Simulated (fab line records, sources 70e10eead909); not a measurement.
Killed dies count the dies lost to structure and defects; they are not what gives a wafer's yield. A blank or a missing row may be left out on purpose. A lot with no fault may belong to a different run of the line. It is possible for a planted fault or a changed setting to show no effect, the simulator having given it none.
fab line records | flow nand-harc
record lots=6 wafers=18 last-day=23
route steps=1159 shown A_ONON_D1@430 A_CHANNEL_HOLE_D1@450 END@1159
lots with no fault: from the same line, run without faults
start-h: hours from the record's opening day to when the first of the lot's shown wafers began | wait-h: time in hours since the lot's previous step | " identical to the entry in the row above | L1.1+2: one row covering several wafers at once | - value missing, or start not given | * or withheld: withheld | < > ~ a bound
route shown NAME@n: names a module that has steps shown in the file, with the first one's number in the route | usual: the fault-free wafers' mean and standard deviation | same: alike in all rows | chamber/n: place in a boat | sites: per-site readings | _std_site: the values' standard deviation | _edge_site: outer sites' mean less inner sites' | radius-mm: how far each site lies from the wafer's centre | mask NAME#n: copy n | behind: the most recent tool/chamber to have shaped the wafer | hold: why the lot was held/for how many hours/how that ended | device: the transistor (n, p or np) that didn't switch | end of line: tests of these same wafers at the route's end | where a step has no rows: the recipe by itself | killed: the dies lost at the first sort to structure and to defects; this is not the yield of the wafer | map: shows each die of a wafer: x if killed, . if not, _ if none is there
set.NAME: the setting the step ran with; set.NAME@STEP: the setting that earlier step ran with | model.NAME: the simulator's own value behind a step, which no gauge read
lots seen at some steps along the route; tables by step, rows by wafer
services: from which hour (start-h, from the record's first day; less than 0 if before it) a tool's chamber was out of use, for how many hours, and why
## steps
# step NHARC_A_ONON_D1_DEP_09
# recipe target-thk-a=10000 n2-flow-sccm=2750 n2o-flow-sccm=2000 nh3-flow-sccm=500 sih4-flow-sccm=210 temp-c=400
# step NHARC_A_ONON_D1_THK_MEAS_11
# recipe thk-meas-gauge=ellipsometry
# usual thk-nm=998/9.5
# columns lot.wafer tool chamber start-h wait-h thk-nm
L789.3 film-metro-01 - 164.93 - 1005
L789.4 " - " " 1003
L789.6 " - " " 1003
L788.1 film-metro-02 - 164.96 - 991
L788.2 " - " " 993
L788.3 " - " " 992
L790.2 film-metro-02 - 185.56 - 1007
L790.3 " - " " 1005
L790.4 " - " " 1007
L791.1 film-metro-01 - 185.57 - 983
L791.5 " - " " 983
L791.6 " - " " 985
L799.2 film-metro-02 - 249.44 - 1004
L799.3 " - " " 1004
L799.6 " - " " 1005
L803.3 film-metro-02 - 257.35 - 1000
L803.5 " - " " 999
L803.6 " - " " 997
# step NHARC_A_ONON_D1_DEP_12
# recipe target-thk-a=10000 n2-flow-sccm=2750 n2o-flow-sccm=2000 nh3-flow-sccm=500 sih4-flow-sccm=210 temp-c=400
# step NHARC_A_ONON_D1_THK_MEAS_14
# recipe thk-meas-gauge=ellipsometry
# usual thk-nm=1001/9.3
# columns lot.wafer tool chamber start-h wait-h thk-nm
L789.3 film-metro-01 - 165.49 - 1000
L789.4 " - " " 1002
L789.6 " - " " 1002
L788.1 film-metro-02 - 165.52 - 1005
L788.2 " - " " 1002
L788.3 " - " " 1004
L790.2 film-metro-02 - 186.13 - 1004
L790.3 " - " " 1002
L790.4 " - " " 1004
L791.1 film-metro-01 - 186.16 - 978
L791.5 " - " " 978
L791.6 " - " " 979
L799.2 film-metro-01 - 250.01 - 995
L799.3 " - " " 997
L799.6 " - " " 997
L803.3 film-metro-02 - 257.92 - 1000
L803.5 " - " " 997
L803.6 " - " " 997
# step NHARC_A_ONON_D1_ANNEAL_15
# recipe temp-c=750 time-s=3600
# step NHARC_A_ONON_D1_DEP_16
# recipe target-thk-a=10000 n2-flow-sccm=2750 n2o-flow-sccm=2000 nh3-flow-sccm=500 sih4-flow-sccm=210 temp-c=400
# step NHARC_A_ONON_D1_THK_MEAS_18
# recipe thk-meas-gauge=ellipsometry
# usual thk-nm=1002/12
# columns lot.wafer tool chamber start-h wait-h thk-nm
L789.3 film-metro-01 - 172.59 - 980
L789.4 " - " " 981
L789.6 " - " " 981
L788.1 film-metro-02 - 172.60 - 979
L788.2 " - " " 978
L788.3 " - " " 978
L791.1 film-metro-02 - 193.65 - 1007
L791.5 " - " " 1008
L791.6 " - " " 1008
L790.2 film-metro-01 - 193.65 - 1012
L790.3 " - " " 1011
L790.4 " - " " 1011
L799.2 film-metro-02 - 258.29 - 1015
L799.3 " - " " 1014
L799.6 " - " " 1015
L803.3 film-metro-02 - 264.90 - 987
L803.5 " - " " 987
L803.6 " - " " 990
# step NHARC_A_ONON_D1_DEP_19
# recipe target-thk-a=10000 n2-flow-sccm=2750 n2o-flow-sccm=2000 nh3-flow-sccm=500 sih4-flow-sccm=210 temp-c=400
# step NHARC_A_ONON_D1_THK_MEAS_21
# recipe thk-meas-gauge=ellipsometry
# usual thk-nm=997/10
# columns lot.wafer tool chamber start-h wait-h thk-nm
L789.3 film-metro-02 - 173.16 - 969
L789.4 " - " " 971
L789.6 " - " " 971
L788.1 film-metro-01 - 173.18 - 999
L788.2 " - " " 998
L788.3 " - " " 996
L790.2 film-metro-02 - 194.22 - 996
L790.3 " - " " 994
L790.4 " - " " 996
L791.1 film-metro-01 - 194.22 - 997
L791.5 " - " " 996
L791.6 " - " " 1000
L799.2 film-metro-02 - 258.86 - 994
L799.3 " - " " 996
L799.6 " - " " 995
L803.3 film-metro-01 - 265.46 - 1017
L803.5 " - " " 1016
L803.6 " - " " 1016
# step NHARC_A_ONON_D1_DEP_22
# recipe target-thk-a=10000 n2-flow-sccm=2750 n2o-flow-sccm=2000 nh3-flow-sccm=500 sih4-flow-sccm=210 temp-c=400
# step NHARC_A_ONON_D1_THK_MEAS_24
# recipe thk-meas-gauge=ellipsometry
# usual thk-nm=997/8.6
# columns lot.wafer tool chamber start-h wait-h thk-nm
L789.3 film-metro-02 - 173.72 - 992
L789.4 " - " " 993
L789.6 " - " " 992
L788.1 film-metro-01 - 173.74 - 991
L788.2 " - " " 993
L788.3 " - " " 991
L790.2 film-metro-01 - 194.78 - 1007
L790.3 " - " " 1007
L790.4 " - " " 1008
L791.1 film-metro-02 - 194.81 - 998
L791.5 " - " " 1000
L791.6 " - " " 1002
L799.2 film-metro-01 - 259.42 - 989
L799.3 " - " " 988
L799.6 " - " " 989
L803.3 film-metro-01 - 266.02 - 998
L803.5 " - " " 999
L803.6 " - " " 997
# step NHARC_A_ONON_D1_DEP_25
# recipe target-thk-a=10000 n2-flow-sccm=2750 n2o-flow-sccm=2000 nh3-flow-sccm=500 sih4-flow-sccm=210 temp-c=400
# usual n2o-flow-sccm=2000/5.3
# columns lot.wafer tool chamber start-h wait-h n2o-flow-sccm
L788.1 pecvd-onon-04 0 173.80 0.1 1995
L788.2 " 0 " " 2003
L788.3 " 0 " " 1998
L789.3 pecvd-onon-03 0 173.90 0.2 1991
L789.4 " 0 " " 2001
L789.6 " 0 " " 1997
L791.1 pecvd-onon-03 0 194.87 0.1 2002
L791.5 " 0 " " 1998
L791.6 " 0 " " 1999
L790.2 pecvd-onon-02 0 194.90 0.1 1996
L790.3 " 0 " " 1993
L790.4 " 0 " " 1992
L799.2 pecvd-onon-02 0 259.53 0.1 2003
L799.3 " 0 " " 2004
L799.6 " 0 " " 1994
L803.3 pecvd-onon-02 0 266.20 0.2 2005
L803.5 " 0 " " 1999
L803.6 " 0 " " 1998
# step NHARC_A_ONON_D1_THK_MEAS_27
# recipe thk-meas-gauge=ellipsometry
# usual thk-nm=1002/9.3
# columns lot.wafer tool chamber start-h wait-h thk-nm
L789.3 film-metro-02 - 174.29 - 1005
L789.4 " - " " 1007
L789.6 " - " " 1006
L788.1 film-metro-01 - 174.31 - 1018
L788.2 " - " " 1018
L788.3 " - " " 1016
L790.2 film-metro-02 - 195.37 - 1006
L790.3 " - " " 1008
L790.4 " - " " 1008
L791.1 film-metro-02 - 195.39 - 996
L791.5 " - " " 995
L791.6 " - " " 996
L799.2 film-metro-01 - 259.98 - 1021
L799.3 " - " " 1021
L799.6 " - " " 1020
L803.3 film-metro-01 - 266.59 - 998
L803.5 " - " " 996
L803.6 " - " " 999
# step NHARC_A_ONON_D1_DEP_28
# recipe target-thk-a=10000 n2-flow-sccm=2750 n2o-flow-sccm=2000 nh3-flow-sccm=500 sih4-flow-sccm=210 temp-c=400
# step NHARC_A_ONON_D1_THK_MEAS_30
# recipe thk-meas-gauge=ellipsometry
# usual thk-nm=999/9.4
# columns lot.wafer tool chamber start-h wait-h thk-nm
L789.3 film-metro-01 - 174.86 - 979
L789.4 " - " " 983
L789.6 " - " " 980
L788.1 film-metro-01 - 174.88 - 1002
L788.2 " - " " 1003
L788.3 " - " " 1002
L790.2 film-metro-02 - 195.94 - 1004
L790.3 " - " " 1004
L790.4 " - " " 1002
L791.1 film-metro-01 - 195.96 - 987
L791.5 " - " " 985
L791.6 " - " " 985
L799.2 film-metro-02 - 260.55 - 995
L799.3 " - " " 995
L799.6 " - " " 994
L803.3 film-metro-01 - 267.15 - 994
L803.5 " - " " 997
L803.6 " - " " 995
# step NHARC_A_ONON_D1_DEP_33
# recipe target-thk-a=2000 temp-c=400 pressure-torr=6.5 rf-w=900 teos-flow-sccm=161.4 flow-sccm=2650 target-thk-nm=200 gas=O2 material=SiO2
# usual heater-power-w=532/100 showerhead-vpp-V=1834/91 throttle-valve-pct=15.8/0.53
# columns lot.wafer tool chamber start-h wait-h heater-power-w showerhead-vpp-V throttle-valve-pct
L788.2 pecvd-04 2 174.94 0.1 632 1830 15.9
L788.3 " 0 " " 568 1786 15.3
L788.1 " 1 " " 598 1790 15.9
L789.3 pecvd-02 2 175.00 0.1 499 1807 15.2
L789.6 " 1 " " 413 1984 15.7
L789.4 " 2 " " 509 1797 15.3
L790.3 pecvd-03 0 196.45 0.5 774 1762 17.0
L790.2 " 1 " " 531 2029 16.3
L790.4 " 1 " " 396 2095 15.8
L791.1 pecvd-02 2 196.47 0.5 615 1804 15.1
L791.5 " 0 " " 475 1792 15.7
L791.6 " 1 " " 513 1979 15.7
L799.3 pecvd-03 2 260.61 0.1 442 1769 15.6
L799.2 " 0 " " 773 1789 17.0
L799.6 " 1 " " 418 2041 16.5
L803.3 pecvd-04 2 267.30 0.1 658 1863 15.5
L803.6 " 1 " " 543 1813 15.2
L803.5 " 2 " " 673 1827 15.1
# step NHARC_A_ONON_D1_THK_MEAS_34
# recipe thk-meas-gauge=ellipsometry
# usual thk-nm=201.5/2.6
# columns lot.wafer tool chamber start-h wait-h thk-nm
L789.3 film-metro-01 - 175.32 - 202.5
L789.4 " - " " 206.8
L789.6 " - " " 203.4
L788.1 film-metro-01 - 175.35 - 197.9
L788.2 " - " " 198.4
L788.3 " - " " 196.8
L790.2 film-metro-01 - 196.86 - 201.6
L790.3 " - " " 197.5
L790.4 " - " " 201.4
L791.1 film-metro-02 - 196.89 - 203.2
L791.5 " - " " 199.1
L791.6 " - " " 207.0
L799.2 film-metro-02 - 261.02 - 199.7
L799.3 " - " " 201.6
L799.6 " - " " 200.2
L803.3 film-metro-01 - 267.62 - 202.7
L803.5 " - " " 207.7
L803.6 " - " " 202.9
# step NHARC_A_CHANNEL_HOLE_D1_DEP_00
# recipe target-thk-a=31000 temp-c=400 material=aC
# usual throttle-valve-pct=35.001/0.0092
# columns lot.wafer tool chamber start-h wait-h throttle-valve-pct
L789.3 acl-dep-01 0 178.24 2.9 35.012
L789.4 " 0 " " 34.997
L789.6 " 0 " " 35.005
L788.1 acl-dep-01 0 179.50 4.1 35.000
L788.2 " 0 " " 34.990
L788.3 " 0 " " 35.012
L791.1 acl-dep-01 0 197.02 0.1 35.001
L791.5 " 0 198.27 1.3 35.003
L791.6 " 0 " " 35.008
L790.2 acl-dep-03 0 197.33 0.4 35.005
L790.3 " 0 " " 35.004
L790.4 " 0 " " 34.997
L799.2 acl-dep-03 0 261.80 0.7 35.014
L799.3 " 0 " " 35.006
L799.6 " 0 " " 34.997
L803.3 acl-dep-02 0 268.71 1.0 34.983
L803.5 " 0 " " 34.993
L803.6 " 0 " " 34.992
# step NHARC_A_CHANNEL_HOLE_D1_DEP_01
# recipe target-thk-a=1400 target-thk-nm=140 temp-c=400 pressure-torr=3.5 flow-sccm=200 rf-w=350 material=SiON
# usual heater-power-w=750/100 showerhead-vpp-V=1154/65
# columns lot.wafer tool chamber start-h wait-h heater-power-w showerhead-vpp-V
L789.3 pecvd-03 2 179.52 1.0 569 1111
L789.4 " 2 " " 558 1100
L789.6 " 1 " " 632 1304
L788.3 pecvd-03 0 181.40 1.0 837 1101
L788.1 " 1 " " 630 1273
L788.2 " 2 " " 561 1111
L791.1 pecvd-01 1 198.92 1.6 618 1091
L791.5 " 1 " " 640 1078
L791.6 " 0 " " 932 1177
L790.3 pecvd-03 0 198.99 1.0 823 1103
L790.2 " 1 " " 688 1292
L790.4 " 0 " " 850 1088
L799.3 pecvd-04 2 263.44 1.0 788 1148
L799.2 " 0 " " 603 1130
L799.6 " 1 " " 728 1101
L803.3 pecvd-01 0 270.01 1.0 965 1187
L803.6 " 1 " " 711 1089
L803.5 " 2 " " 835 1283
# step NHARC_A_CHANNEL_HOLE_D1_DEHYDRATE_02
# recipe temp-c=150 time-s=120
# step NHARC_A_CHANNEL_HOLE_D1_HMDS_03
# recipe time-s=30
# step NHARC_A_CHANNEL_HOLE_D1_COAT_36
# recipe temp-c=260 time-s=75
# step NHARC_A_CHANNEL_HOLE_D1_COAT_37
# recipe temp-c=225 time-s=65
# step NHARC_A_CHANNEL_HOLE_D1_COAT_04
# recipe spin-rpm=1500 resist-thk-nm=90
# step NHARC_A_CHANNEL_HOLE_D1_SOFTBAKE_05
# recipe temp-c=105 time-s=55
# step NHARC_A_CHANNEL_HOLE_D1_EBR_06
# step NHARC_A_CHANNEL_HOLE_D1_EXPOSE_07
# recipe na=1.35 target-cd-nm=100 sigma-outer=0.3 dose-mj=59.65 mask-id=HOLE_D1
# step NHARC_A_CHANNEL_HOLE_D1_PEB_08
# recipe peb-temp-c=100 peb-time-s=65
# step NHARC_A_CHANNEL_HOLE_D1_DEVELOP_09
# recipe develop-time-s=35 dev-temp-c=23
# step NHARC_A_CHANNEL_HOLE_D1_CD_MEAS_10
# recipe target-cd-nm=100 landing-energy-ev=500
# usual cd-nm=100.1/0.54
# columns lot.wafer tool chamber start-h wait-h cd-nm
L789.3 cd-sem-01 0 180.12 - 99.5
L789.4 " 0 " " 99.8
L789.6 " 0 " " 99.5
L788.1 cd-sem-01 0 182.12 - 99.3
L788.2 " 0 " " 99.5
L788.3 " 0 " " 99.7
L791.1 cd-sem-03 0 199.52 - 100.5
L791.5 " 0 " " 100.4
L791.6 " 0 " " 99.8
L790.2 cd-sem-02 0 199.68 - 100.6
L790.3 " 0 " " 100.2
L790.4 " 0 " " 100.7
L799.2 cd-sem-02 0 264.01 - 100.6
L799.3 " 0 " " 100.2
L799.6 " 0 " " 100.4
L803.3 cd-sem-02 0 270.74 - 100.3
L803.5 " 0 " " 100.6
L803.6 " 0 " " 100.1
# step NHARC_A_CHANNEL_HOLE_D1_OVL_MEAS_11
# usual overlay-x-nm=0.1/0.74 overlay-y-nm=0.3/0.77
# columns lot.wafer tool chamber start-h wait-h overlay-x-nm overlay-y-nm
L789.3 overlay-02 - 180.20 - -0.7 -0.2
L789.4 " - " " -1.2 -0.4
L789.6 " - " " -1.2 -0.3
L788.1 overlay-02 - 182.21 - 0.7 0.0
L788.2 " - " " 0.4 0.2
L788.3 " - " " 0.4 0.2
L791.1 overlay-02 - 199.60 - -0.3 1.2
L791.5 " - " " -0.3 1.3
L791.6 " - " " -0.1 1.4
L790.2 overlay-01 - 199.77 - -0.7 -0.8
L790.3 " - " " -1.1 -0.4
L790.4 " - " " -0.7 -0.4
L799.2 overlay-01 - 264.10 - 0.2 0.5
L799.3 " - " " 1.3 0.0
L799.6 " - " " 0.5 -0.1
L803.3 overlay-02 - 270.82 - 0.4 1.9
L803.5 " - " " -0.1 2.0
L803.6 " - " " 0.2 2.1
# step NHARC_A_CHANNEL_HOLE_D1_DESCUM_15
# recipe time-s=3 o2-flow-sccm=200 ar-flow-sccm=0 bias-power-w=0 chemistry=O2
# step NHARC_A_CHANNEL_HOLE_D1_ETCH_38
# recipe target-depth-a=390 over-etch-frac=0.3 time-s=65 ion-energy-ev=80 cf4-flow-sccm=150 ar-flow-sccm=0 rf-w=300 bias-w=100 chemistry=CF4
# step NHARC_A_CHANNEL_HOLE_D1_ETCH_39
# recipe target-depth-a=2600 over-etch-frac=0.3 time-s=325 ion-energy-ev=200 n2-flow-sccm=150 h2-flow-sccm=150 ar-flow-sccm=0 rf-w=400 bias-w=150 chemistry=N2/H2
# usual drypump-motor-current-A=5.7/0.55 oes-product-au=1.006/0.0087 rf-vpp-V=431/3.1 showerhead-plenum-p-Torr=2.05/0.11 throttle-valve-pct=14.171/0.0096
# columns lot.wafer tool chamber start-h wait-h drypump-motor-current-A oes-product-au rf-hours-counter-h rf-vpp-V showerhead-plenum-p-Torr throttle-valve-pct
L789.3 rie-diel-12 1 - - 6.3 0.997 12 435 2.19 14.167
L789.4 " 3 " " 5.0 0.990 10 427 1.94 14.169
L789.6 " 0 " " 6.5 1.001 - 435 2.20 14.161
L788.2 rie-diel-01 0 - - 6.0 1.003 1 427 1.91 14.174
L788.1 " 1 " " 4.8 0.996 2 434 2.17 14.173
L788.3 " 2 " " 6.0 1.026 3 427 1.95 14.159
L791.1 rie-diel-01 2 - - 6.0 1.016 4 429 1.95 14.165
L791.6 " 3 " " 5.8 1.013 - 431 1.99 14.179
L791.5 " 0 " " 6.1 1.006 - 427 1.91 14.170
L790.4 rie-diel-07 0 - - 5.7 1.018 8 431 2.08 14.187
L790.3 " 1 " " 4.9 1.003 7 431 2.07 14.161
L790.2 " 2 " " 5.8 1.008 8 432 2.08 14.176
L799.2 rie-diel-07 2 - - 5.8 1.013 1 432 2.08 14.183
L799.3 " 3 " " 6.3 1.006 1 426 1.91 14.179
L799.6 " 1 " " 4.9 1.025 - 432 2.07 14.176
L803.3 rie-diel-07 2 - - 5.7 1.004 2 431 2.08 14.162
L803.6 " 0 " " 5.7 1.007 - 431 2.08 14.180
L803.5 " 1 " " 4.9 1.015 - 431 2.07 14.163
# step NHARC_A_CHANNEL_HOLE_D1_ETCH_34
# recipe target-depth-a=1540 time-s=77 cf4-flow-sccm=100 chf3-flow-sccm=30 ar-flow-sccm=0 rf-w=500 bias-w=200 chemistry=CF4/CHF3
# usual drypump-motor-current-A=5.7/0.53 oes-product-au=0.954/0.024 rf-vpp-V=370.9/2.8 showerhead-plenum-p-Torr=1.58/0.077 throttle-valve-pct=16.802/0.0085
# columns lot.wafer tool chamber start-h wait-h drypump-motor-current-A oes-product-au rf-hours-counter-h rf-vpp-V showerhead-plenum-p-Torr throttle-valve-pct
L789.3 rie-diel-12 1 - - 6.2 0.924 12 374.5 1.68 16.792
L789.4 " 3 " " 5.0 0.922 10 369.5 1.50 16.812
L789.6 " 0 " " 6.5 0.929 - 374.4 1.69 16.808
L788.2 rie-diel-01 3 - - 5.8 0.965 3 369.7 1.54 16.804
L788.3 " 0 " " 6.1 0.972 1 367.4 1.48 16.805
L788.1 " 1 " " 4.8 0.979 2 372.4 1.67 16.809
L791.1 rie-diel-01 1 - - 4.8 0.955 3 374.7 1.67 16.806
L791.6 " 1 " " 4.8 0.967 - 373.9 1.67 16.797
L791.5 " 2 " " 6.0 0.983 - 368.6 1.51 16.796
L790.2 rie-diel-07 1 - - 4.9 0.926 7 373.0 1.59 16.785
L790.3 " 2 " " 5.7 0.930 8 371.0 1.60 16.796
L790.4 " 3 " " 6.3 0.917 8 368.7 1.48 16.810
L799.3 rie-diel-07 1 - - 4.9 0.971 1 372.3 1.59 16.798
L799.2 " 2 " " 5.7 0.974 1 372.1 1.60 16.809
L799.6 " 3 " " 6.2 0.957 - 367.1 1.48 16.792
L803.3 rie-diel-07 1 - - 4.9 0.962 2 372.4 1.59 16.800
L803.6 " 2 " " 5.7 1.002 - 372.0 1.60 16.793
L803.5 " 3 " " 6.3 0.983 - 366.0 1.48 16.811
# step NHARC_A_CHANNEL_HOLE_D1_ETCH_16
# recipe target-depth-a=31000 over-etch-frac=0.3 time-s=806 ion-energy-ev=150 o2-flow-sccm=400 cos-flow-sccm=20 ar-flow-sccm=0 rf-w=500 bias-w=300 chemistry=O2/COS
# step NHARC_A_CHANNEL_HOLE_D1_CD_MEAS_18
# usual cd-nm=99.1/2.3
# columns lot.wafer tool chamber start-h wait-h cd-nm
L789.3 cd-sem-02 - 181.86 - 97.6
L789.4 " - " " 102.0
L789.6 " - " " 95.4
L788.1 cd-sem-01 - 183.42 - 97.1
L788.2 " - " " 99.0
L788.3 " - " " 98.5
L791.1 cd-sem-02 - 200.81 - 101.1
L791.5 " - " " 100.7
L791.6 " - " " 101.0
L790.2 cd-sem-01 - 200.97 - 100.9
L790.3 " - " " 98.4
L790.4 " - " " 100.3
L799.2 cd-sem-03 - 265.51 - 100.9
L799.3 " - " " 99.4
L799.6 " - " " 99.4
L803.3 cd-sem-02 - 272.03 - 102.2
L803.5 " - " " 100.2
L803.6 " - " " 96.9
# step NHARC_A_CHANNEL_HOLE_D1_ETCH_19
# recipe bias-v=1200 source-w=2500 pressure-mtorr=15 time-s=34.5 ar-flow-sccm=375 c4f8-flow-sccm=28.8 o2-flow-sccm=96.2 temp-c=-20 target-depth-a=* chemistry=C4F8/O2/Ar
# step NHARC_END_SORT_01
# recipe temp-c=25
# usual killed-at-array=28/11 killed-at-other=0.5/0.85 killed-at-periphery=2.7/1.9 killed-dies=32/12 killed-open=3.3/1.6 killed-short=2.1/1.5
# same gross-dies=677
# columns lot.wafer tool chamber start-h wait-h killed-at-array killed-at-other killed-at-periphery killed-dies killed-open killed-short
L799.2 prober-01 0 526.61 2.8 139 0 4 143 2 1
L799.3 prober-01 0 527.41 3.1 138 0 1 139 4 2
L799.6 prober-01 0 529.80 4.0 127 1 7 135 3 2
L803.3 prober-02 0 549.96 3.1 134 0 1 135 4 1
L803.5 prober-02 0 551.55 3.7 145 0 2 147 3 2
L803.6 prober-02 0 552.35 4.0 121 0 2 123 1 1
# killed by level:class
L799.2 A_ONON_D1:unspecified=106 A_SLIT:chamber-film-flake=19 P_M1:chamber-film-flake=3 A_CHANNEL_HOLE_D1:chamber-film-flake=3 A_CONTACT:chamber-film-flake=3 A_CONTACT:geometric-particle:open=2 A_STAIRCASE:chamber-film-flake=2 A_SGD_CUT:geometric-particle:short=1
L799.3 A_ONON_D1:unspecified=108 A_CHANNEL_HOLE_D1:chamber-film-flake=10 A_SLIT:chamber-film-flake=7 A_STAIRCASE:chamber-film-flake=4 A_CONTACT:geometric-particle:open=2 A_CONTACT:chamber-film-flake=2 A_ONON_D1:geometric-particle:open=1 A_ONON_D1:geometric-particle:short=1
L799.6 A_ONON_D1:unspecified=108 A_CONTACT:chamber-film-flake=5 A_SLIT:chamber-film-flake=4 A_CHANNEL_HOLE_D1:chamber-film-flake=4 P_STI:chamber-film-flake=3 A_STAIRCASE:chamber-film-flake=2 P_GATE:geometric-particle:open=1 P_M1:geometric-particle:open=1
L803.3 A_ONON_D1:unspecified=106 A_CHANNEL_HOLE_D1:chamber-film-flake=12 A_ZERO_WELL:chamber-film-flake=5 A_CONTACT:chamber-film-flake=3 A_CHANNEL_FILL_D1:geometric-particle:open=2 A_STAIRCASE:chamber-film-flake=2 A_CHANNEL_FILL_D1:geometric-particle:short=1 A_CONTACT:geometric-particle:open=1
L803.5 A_ONON_D1:unspecified=113 A_CHANNEL_HOLE_D1:chamber-film-flake=21 A_ZERO_WELL:chamber-film-flake=3 A_CONTACT:chamber-film-flake=2 P_M2:geometric-particle:open=1 A_CHANNEL_FILL_D1:geometric-particle:open=1 A_CHANNEL_FILL_D1:geometric-particle:short=1 A_SGD_CUT:geometric-particle:short=1
L803.6 A_ONON_D1:unspecified=100 A_CHANNEL_HOLE_D1:chamber-film-flake=11 A_STAIRCASE:chamber-film-flake=4 A_CONTACT:chamber-film-flake=3 P_M0:geometric-particle:open=1 A_WL_FILL:geometric-particle:short=1 P_M1:chamber-film-flake=1 A_ZERO_WELL:chamber-film-flake=1
# map L799.2 (x killed, . not)
____________.____________
_________......._________
_______..........._______
______.............______
_____..............._____
____............x....____
____.................____
___...................___
___....x..............___
__.....................__
__...........x.....x...__
_..............x........_
_xxx................x..._
_x..x..................._
_..x...................._
_xxx.............x......_
.xxx...............x.....
..x..x.x.................
.x.x.x...................
...xxx.xxxx..............
x..x.xxxxxxx.............
_.x..xxxxxxxx..........._
_.x.xxxxxxxxx..........._
_...xxxxxxxxx....x......_
_..xxxxxxxxxx..........._
_...xxxxxxxxx..........._
__.xxxxxxxxxx......x...__
__..xxxxxxxxx...x......__
___xxxxxxxxxx.........___
___..xxxxxxx.......x..___
____.xxxx.xx.........____
____.xx..xx..........____
_____.x.x..........._____
______x............______
_______..x........_______
_________......._________
____________.____________
# map L803.5 (x killed, . not)
____________.____________
_________......._________
_______..........._______
______..x..........______
_____..............._____
____................x____
____.................____
___...................___
___..................x___
__.....................__
__...............x.....__
_................xx....._
_......................._
_......................x_
_......................._
_................x......_
.........................
...........x.............
......x..x.x.............
.....xxxxxx..............
......xxxx...............
_..xxxxxxxxxx..........._
_...xxxxxxxxx..........._
_..xxxxxxxxx....x......._
_.x.xxxxxxxxx..........._
_...xxxxxxxxxx.........._
__.xxxxxxxxxx..........__
__.xxxxxxxxxx...x..x...__
___.xxxxxxxxx..x.x....___
___xxxxxxxx....x..xx..___
____.xxxxxxx..x.x....____
____.xxxxxxx...xxxxx.____
_____....x...xxxxx.._____
______.........xxx.______
_______.........xx_______
_________......._________
____________.____________
## services
# columns tool chamber start-h hours kind
pecvd-04 0 151.19 3.4 repair
pecvd-onon-03 - 153.05 13.0 pm
pecvd-02 - 153.45 13.0 pm
rie-diel-12 3 154.76 3.9 repair
pecvd-04 - 155.90 1.0 repair
rie-diel-07 0 158.22 - clean
rie-diel-07 1 161.81 8.7 repair
rie-diel-01 0 165.12 5.2 repair
acl-dep-02 - 168.82 13.0 pm
pecvd-01 2 177.05 2.4 repair
pecvd-02 0 183.67 6.2 repair
rie-diel-12 1 187.26 6.5 repair
pecvd-04 - 195.28 13.0 pm
rie-diel-12 - 202.40 9.0 pm
pecvd-02 - 213.11 1.0 repair
pecvd-03 1 221.16 8.3 repair
acl-dep-03 - 225.17 13.0 pm
pecvd-04 1 227.64 5.6 repair
rie-diel-07 - 228.20 9.0 pm
pecvd-01 - 237.00 13.0 pm
pecvd-onon-04 - 237.00 13.0 pm
rie-diel-12 3 250.03 4.5 repair
rie-diel-07 0 263.66 4.8 repair
pecvd-03 - 264.44 0.4 repair
## key
first-sign step=NHARC_END_SORT_01 reading=killed-at-array direction=up sigmas=9.3 usual=28 struck=134
effect step=NHARC_END_SORT_01 reading=killed-dies direction=up sigmas=9 usual=32 struck=137
more-kills-born-at NHARC_A_ONON_D1_DEP_25@pecvd-onon-02=641
met-at NHARC_A_ONON_D1_DEP_25
struck-wafers L799.2,L799.3,L799.6,L803.3,L803.5,L803.6
tester-left-out L799,L803
onset-between 194.90 259.53
also-fits time
fault kind=chamber-particle-source tool=pecvd-onon-02 chamber=- onset-h=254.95 steps=NHARC_A_ONON_D1_DEP_25 rate-per-visit-cm2=2.1916 end-h=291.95
# tester-left-out: of these lots the tester's yield and bins aren't shown, on N5 and GAA mostly nor the transistor test; their killed dies are dies lost to structure and defects alone, not to doping, threshold or leakage, so they don't give the yield
